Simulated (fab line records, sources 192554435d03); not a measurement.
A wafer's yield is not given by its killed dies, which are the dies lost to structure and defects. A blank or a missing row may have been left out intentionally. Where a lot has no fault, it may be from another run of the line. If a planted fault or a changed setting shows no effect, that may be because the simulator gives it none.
What tool caused it?	flow n5 finfet	Sampling: 11 lots, 33 wafers, 3 of 1938 route steps

== WHAT EACH GAUGE READ, for each wafer ==
N5_HKMG_FIN_INSPECT_28: inspects for defects (darkfield).
lot	measured	on	raw defect count
L075	day 4 15:08	defect inspect-02	51 38 22
L077	day 5 11:31	defect inspect-01	57 43 34
L079	day 5 19:43	defect inspect-01	40 31 50
L081	day 6 06:16	defect inspect-01	50 20 37
L083	day 6 16:24	defect inspect-02	36 41 48
L085	day 7 04:55	defect inspect-02	19 42 32
L088	day 7 22:18	defect inspect-02	79 122 79
L090	day 8 09:41	defect inspect-02	60 38 86
L092	day 9 00:55	defect inspect-01	28 23 15
L094	day 9 10:40	defect inspect-01	18 22 5
L096	day 9 23:40	defect inspect-02	26 38 44

== WHICH TOOL RAN EACH LOT (tool, then ch and the chambers of the sampled wafers, then the start) ==
lot	N5_HKMG_FIN_STRIP_90	N5_HKMG_FIN_CMP_23
L075	rie diel-03 ch 2,3, day 4 13:05	cmp-03 ch 0,1,2, day 4 14:25
L077	rie diel-04 ch 0,1,2, day 5 09:29	cmp-02 ch 0,2, day 5 10:53
L079	rie diel-03 ch 1,2,3, day 5 17:47	cmp-04 ch 0,2,3, day 5 19:00
L081	rie diel-04 ch 0,1, day 6 04:15	cmp-04 ch 0,2,3, day 6 05:33
L083	rie diel-04 ch 0,2, day 6 14:28	cmp-04 ch 1,3, day 6 15:46
L085	rie diel-04 ch 0,3, day 7 02:58	cmp-03 ch 0,1, day 7 04:11
L088	rie diel-02 ch 0,1,3, day 7 20:22	cmp-02 ch 0,1,2, day 7 21:40
L090	rie diel-04 ch 0,1,3, day 8 07:46	cmp-04 ch 0,1,2, day 8 09:04
L092	rie diel-02 ch 0,2, day 8 22:59	cmp-02 ch 0,2,3, day 9 00:17
L094	rie diel-02 ch 2,3, day 9 08:31	cmp-03 ch 1,2,3, day 9 10:02
L096	rie diel-03 ch 1,2,3, day 9 21:44	cmp-03 ch 0,1,3, day 9 23:12
- N5_HKMG_FIN_STRIP_90: strips SOC in N2/H2, time 20 s.
- N5_HKMG_FIN_CMP_23: polishes, stops on SiNx, t overpolish 10 s, target thk 46.326 nm.

== THE ANSWER, worked out from the rows above alone ==
Rule: what is usual is taken from the lots themselves. Put in order of their means at a reading, lots are off if they are a third of the lots or fewer, leave a main group of 4 or more, and stand apart from it by a gap of 3 or more times the standard deviation of the main group's means; of several such gaps the widest counts. A main group is skipped when, at the precision printed for the reading in the tables above, its means are all equal. Also off: a lot with no number at a reading for which 4 or more lots have one. All remaining lots with rows at the step are treated as sound.
Nothing can be told from this: no lot is off at any reading shown.

== WHAT WAS PUT IN BY THE SIMULATOR ==
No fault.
